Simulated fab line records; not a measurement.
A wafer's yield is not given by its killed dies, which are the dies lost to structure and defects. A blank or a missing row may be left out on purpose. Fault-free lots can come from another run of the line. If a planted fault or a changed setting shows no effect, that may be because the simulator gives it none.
Which of the tools did it? | flow nand_harc | 24 lots, 72 wafers sampled, at 6 steps of a route of 1159

== WHAT EACH GAUGE READ, for each wafer ==
NHARC_A_CONTACT_CD_MEAS_53. Usual: 189.4 nm for cd_nm, sd 0.81.
lot  | measured     | on        | cd_nm (nm)        | flag
L074 | day 16 13:51 | cd_sem-03 | 189.4 189.4 189.3 |
L075 | day 16 11:34 | cd_sem-01 | 189.2 189.2 189.4 |
L078 | day 17 03:12 | cd_sem-03 | 188.9 189.3 189.2 |
L077 | day 17 02:05 | cd_sem-02 | 186.9 187.2 187.3 |
L076 | day 17 06:25 | cd_sem-01 | 189.4 189.5 189.4 |
L080 | day 17 14:09 | cd_sem-01 | 189.3 188.8 188.4 |
L079 | day 17 19:04 | cd_sem-02 | 190.2 190.8 189.4 |
L083 | day 18 01:23 | cd_sem-01 | 190.4 189.9 190.4 |
L082 | day 18 07:53 | cd_sem-03 | 190.1 191.4 190.5 |
L081 | day 18 20:46 | cd_sem-03 | 190.6 190.1 189.8 |
L085 | day 18 19:25 | cd_sem-01 | 189.6 189.8 189.6 |
L084 | day 19 04:05 | cd_sem-02 | 188.5 189.4 189.2 |
L087 | day 19 10:28 | cd_sem-01 | 188.3 189.3 188.9 |
L086 | day 19 12:40 | cd_sem-02 | 188.7 189.7 189.2 |
L089 | day 19 22:08 | cd_sem-01 | 188.5 188.7 188.4 |
L088 | day 20 04:09 | cd_sem-02 | 190.0 191.4 190.5 |
L090 | day 20 08:54 | cd_sem-01 | 189.3 189.1 190.1 |
L091 | day 20 11:35 | cd_sem-02 | 189.2 189.3 189.6 |
L093 | day 20 14:18 | cd_sem-03 | 188.7 190.0 188.8 |
L092 | day 20 20:02 | cd_sem-02 | 187.5 189.4 189.2 |
L094 | day 21 04:11 | cd_sem-02 | 189.3 189.4 189.4 |
L095 | day 21 00:30 | cd_sem-02 | 188.8 189.0 189.6 |
L097 | day 21 19:11 | cd_sem-01 | 189.4 189.7 189.4 |
L096 | day 22 01:23 | cd_sem-03 | 189.1 189.8 189.4 |

== TOOL THAT RAN EACH LOT (tool first, then ch and the chambers of the sampled wafers, then the start) ==
lot  | NHARC_A_WL_FILL_STRIP_29           | NHARC_A_CONTACT_ETCH_112             | NHARC_A_CONTACT_ETCH_114             | NHARC_A_CONTACT_ETCH_115             | NHARC_A_CONTACT_ETCH_116
L074 | rie_diel-10 ch 0,2,3, day 15 14:02 | har_cap_etch-01 ch 0,1, day 16 12:02 | har_cap_etch-01 ch 0,1, day 16 12:13 | har_cap_etch-01 ch 0,1, day 16 12:18 | har_cap_etch-01 ch 0,1, day 16 12:23
L075 | rie_diel-09 ch 2,3, day 15 14:06   | har_cap_etch-02 ch 0,1, day 16 09:45 | har_cap_etch-02 ch 0,1, day 16 09:56 | har_cap_etch-02 ch 0,1, day 16 10:01 | har_cap_etch-02 ch 0,1, day 16 10:07
L078 | rie_diel-10 ch 0,2,3, day 16 03:23 | har_cap_etch-01 ch 0,1, day 17 01:23 | har_cap_etch-01 ch 0,1, day 17 01:34 | har_cap_etch-01 ch 0,1, day 17 01:39 | har_cap_etch-01 ch 0,1, day 17 01:44
L077 | rie_diel-11 ch 0,1,3, day 16 03:31 | har_cap_etch-03 ch 0,1, day 17 00:16 | har_cap_etch-03 ch 0,1, day 17 00:26 | har_cap_etch-03 ch 0,1, day 17 00:32 | har_cap_etch-03 ch 0,1, day 17 00:38
L076 | rie_diel-09 ch 0,2, day 16 08:00   | har_cap_etch-03 ch 1, day 17 04:34   | har_cap_etch-03 ch 1, day 17 04:45   | har_cap_etch-03 ch 1, day 17 04:50   | har_cap_etch-03 ch 1, day 17 04:56
L080 | rie_diel-09 ch 0,1,2, day 16 18:52 | har_cap_etch-03 ch 0,1, day 17 12:11 | har_cap_etch-03 ch 0,1, day 17 12:22 | har_cap_etch-03 ch 0,1, day 17 12:28 | har_cap_etch-03 ch 0,1, day 17 12:33
L079 | rie_diel-09 ch 0,2,3, day 16 19:53 | har_cap_etch-02 ch 0,1, day 17 17:13 | har_cap_etch-02 ch 0,1, day 17 17:23 | har_cap_etch-02 ch 0,1, day 17 17:29 | har_cap_etch-02 ch 0,1, day 17 17:34
L083 | rie_diel-09 ch 0,1,2, day 16 23:53 | har_cap_etch-02 ch 0,1, day 17 23:35 | har_cap_etch-02 ch 0,1, day 17 23:46 | har_cap_etch-02 ch 0,1, day 17 23:52 | har_cap_etch-02 ch 0,1, day 17 23:57
L082 | rie_diel-09 ch 0,2,3, day 17 02:44 | har_cap_etch-02 ch 1, day 18 05:11   | har_cap_etch-02 ch 1, day 18 05:22   | har_cap_etch-02 ch 1, day 18 05:27   | har_cap_etch-02 ch 1, day 18 05:32
L081 | rie_diel-11 ch 1,2, day 18 00:31   | har_cap_etch-03 ch 0,1, day 18 18:57 | har_cap_etch-03 ch 0,1, day 18 19:08 | har_cap_etch-03 ch 0,1, day 18 19:13 | har_cap_etch-03 ch 0,1, day 18 19:19
L085 | rie_diel-10 ch 0,2,3, day 18 00:33 | har_cap_etch-01 ch 0,1, day 18 17:35 | har_cap_etch-01 ch 0,1, day 18 17:47 | har_cap_etch-01 ch 0,1, day 18 17:52 | har_cap_etch-01 ch 0,1, day 18 17:58
L084 | rie_diel-11 ch 0,2,3, day 18 06:20 | har_cap_etch-03 ch 0,1, day 19 02:17 | har_cap_etch-03 ch 0,1, day 19 02:28 | har_cap_etch-03 ch 0,1, day 19 02:34 | har_cap_etch-03 ch 0,1, day 19 02:39
L087 | rie_diel-10 ch 0,1,2, day 18 13:38 | har_cap_etch-03 ch 0,1, day 19 08:20 | har_cap_etch-03 ch 0,1, day 19 08:31 | har_cap_etch-03 ch 0,1, day 19 08:36 | har_cap_etch-03 ch 0,1, day 19 08:41
L086 | rie_diel-11 ch 0,1,3, day 18 16:33 | har_cap_etch-03 ch 0,1, day 19 10:50 | har_cap_etch-03 ch 0,1, day 19 11:01 | har_cap_etch-03 ch 0,1, day 19 11:07 | har_cap_etch-03 ch 0,1, day 19 11:12
L089 | rie_diel-10 ch 0,1,3, day 19 00:47 | har_cap_etch-01 ch 0,1, day 19 19:54 | har_cap_etch-01 ch 0,1, day 19 20:08 | har_cap_etch-01 ch 0,1, day 19 20:16 | har_cap_etch-01 ch 0,1, day 19 20:23
L088 | rie_diel-11 ch 0,1,2, day 19 03:53 | har_cap_etch-01 ch 0,1, day 20 01:53 | har_cap_etch-01 ch 0,1, day 20 02:08 | har_cap_etch-01 ch 0,1, day 20 02:16 | har_cap_etch-01 ch 0,1, day 20 02:22
L090 | rie_diel-09 ch 0,2,3, day 19 11:46 | har_cap_etch-03 ch 0,1, day 20 07:04 | har_cap_etch-03 ch 0,1, day 20 07:15 | har_cap_etch-03 ch 0,1, day 20 07:20 | har_cap_etch-03 ch 0,1, day 20 07:26
L091 | rie_diel-10 ch 0,1,3, day 19 12:08 | har_cap_etch-01 ch 0,1, day 20 09:13 | har_cap_etch-01 ch 0,1, day 20 09:28 | har_cap_etch-01 ch 0,1, day 20 09:35 | har_cap_etch-01 ch 0,1, day 20 09:42
L093 | rie_diel-10 ch 0,1,3, day 19 17:55 | har_cap_etch-02 ch 0,1, day 20 12:29 | har_cap_etch-02 ch 0,1, day 20 12:40 | har_cap_etch-02 ch 0,1, day 20 12:45 | har_cap_etch-02 ch 0,1, day 20 12:50
L092 | rie_diel-11 ch 0,1, day 19 23:43   | har_cap_etch-03 ch 0,1, day 20 17:22 | har_cap_etch-03 ch 0,1, day 20 17:33 | har_cap_etch-03 ch 0,1, day 20 17:38 | har_cap_etch-03 ch 0,1, day 20 17:44
L094 | rie_diel-11 ch 1,3, day 20 03:07   | har_cap_etch-03 ch 0,1, day 21 02:24 | har_cap_etch-03 ch 0,1, day 21 02:35 | har_cap_etch-03 ch 0,1, day 21 02:40 | har_cap_etch-03 ch 0,1, day 21 02:46
L095 | rie_diel-10 ch 2,3, day 20 03:08   | har_cap_etch-03 ch 0,1, day 20 22:43 | har_cap_etch-03 ch 0,1, day 20 22:54 | har_cap_etch-03 ch 0,1, day 20 22:59 | har_cap_etch-03 ch 0,1, day 20 23:05
L097 | rie_diel-11 ch 1,2,3, day 20 20:26 | har_cap_etch-02 ch 0,1, day 21 17:23 | har_cap_etch-02 ch 0,1, day 21 17:34 | har_cap_etch-02 ch 0,1, day 21 17:39 | har_cap_etch-02 ch 0,1, day 21 17:44
L096 | rie_diel-11 ch 1,2,3, day 21 06:00 | har_cap_etch-01 ch 0,1, day 21 23:35 | har_cap_etch-01 ch 0,1, day 21 23:46 | har_cap_etch-01 ch 0,1, day 21 23:51 | har_cap_etch-01 ch 0,1, day 21 23:56
- NHARC_A_WL_FILL_STRIP_29: strips in O2, time 20 s.
- NHARC_A_CONTACT_ETCH_112: etches the open film in C4F8/O2/Ar, time 94 s, target depth 922 nm.
- NHARC_A_CONTACT_ETCH_114: etches the open film in C4F8/O2/Ar, time 94 s, target depth 922 nm.
- NHARC_A_CONTACT_ETCH_115: etches the open film in C4F8/O2/Ar, time 94 s, target depth 922 nm.
- NHARC_A_CONTACT_ETCH_116: etches the open film in C4F8/O2/Ar, time 94 s, target depth 922 nm.

== WHAT THE TOOLS THEMSELVES READ (means of the sampled wafers that have a number; where no wafer has one, the mark that the record gives instead) ==
NHARC_A_WL_FILL_STRIP_29. Usual: drypump_motor_current_A 5.4 A, standard deviation 0.31; oes_product_au 1.002 a.u., standard deviation 0.011; rf_vpp_V 57.7 V, standard deviation 0.92; showerhead_plenum_p_Torr 3.49 Torr, standard deviation 0.11; throttle_valve_pct 17.037 %, standard deviation 0.01.
lot  | tool        | drypump_motor_current_A (A) | oes_product_au (a.u.) | rf_vpp_V (V) | showerhead_plenum_p_Torr (Torr) | throttle_valve_pct (%) | flag
L074 | rie_diel-10 | 5.4                         | 1.013                 | 57.7         | 3.45                            | 17.030                 |
L075 | rie_diel-09 | 5.0                         | 0.999                 | 58.0         | 3.47                            | 17.038                 |
L078 | rie_diel-10 | 5.4                         | 1.014                 | 58.1         | 3.45                            | 17.031                 |
L077 | rie_diel-11 | 5.4                         | 0.995                 | 57.4         | 3.46                            | 17.038                 |
L076 | rie_diel-09 | 5.0                         | 0.987                 | 57.7         | 3.44                            | 17.037                 |
L080 | rie_diel-09 | 5.3                         | 0.997                 | 57.6         | 3.45                            | 17.048                 |
L079 | rie_diel-09 | 5.0                         | 1.002                 | 57.2         | 3.41                            | 17.033                 |
L083 | rie_diel-09 | 5.3                         | 0.989                 | 58.2         | 3.45                            | 17.030                 |
L082 | rie_diel-09 | 5.0                         | 0.999                 | 57.4         | 3.41                            | 17.039                 |
L081 | rie_diel-11 | 5.5                         | 1.001                 | 56.5         | 3.54                            | 17.036                 |
L085 | rie_diel-10 | 5.5                         | 1.002                 | 58.4         | 3.45                            | 17.029                 |
L084 | rie_diel-11 | 5.5                         | 0.999                 | 57.5         | 3.57                            | 17.039                 |
L087 | rie_diel-10 | 5.3                         | 1.012                 | 57.4         | 3.55                            | 17.044                 |
L086 | rie_diel-11 | 5.4                         | 0.999                 | 57.7         | 3.46                            | 17.041                 |
L089 | rie_diel-10 | 5.4                         | 1.009                 | 57.3         | 3.53                            | 17.044                 |
L088 | rie_diel-11 | 5.6                         | 1.011                 | 57.5         | 3.48                            | 17.042                 |
L090 | rie_diel-09 | 5.0                         | 1.006                 | 58.3         | 3.41                            | 17.024                 |
L091 | rie_diel-10 | 5.4                         | 1.011                 | 58.6         | 3.53                            | 17.039                 |
L093 | rie_diel-10 | 5.4                         | 1.005                 | 57.3         | 3.53                            | 17.040                 |
L092 | rie_diel-11 | 5.6                         | 1.005                 | 58.3         | 3.37                            | 17.043                 |
L094 | rie_diel-11 | 5.4                         | 1.005                 | 57.4         | 3.40                            | 17.040                 |
L095 | rie_diel-10 | 5.4                         | 0.994                 | 57.4         | 3.45                            | 17.032                 |
L097 | rie_diel-11 | 5.4                         | 1.002                 | 58.9         | 3.51                            | 17.045                 |
L096 | rie_diel-11 | 5.4                         | 1.006                 | 57.2         | 3.51                            | 17.033                 |

== THE ANSWER, worked out from the rows above alone ==
Rule: a lot counts as off when the mean over its wafers that have a number is more than 3 standard deviations away from the usual mean. A lot without any number at a reading at which 4 lots or more have one is off too. Where the step has rows for the other lots, those lots are counted as sound. After the gauges, taken in route order, come the tools' own readings; for these a lot's mean is taken, as printed above. At the first step where some lot is off, the reading lying furthest off is the one used; lots without a number count as furthest.
No lot is off at any reading shown: from this, nothing can be told.

== WHAT THE SIMULATOR HAD INSERTED ==
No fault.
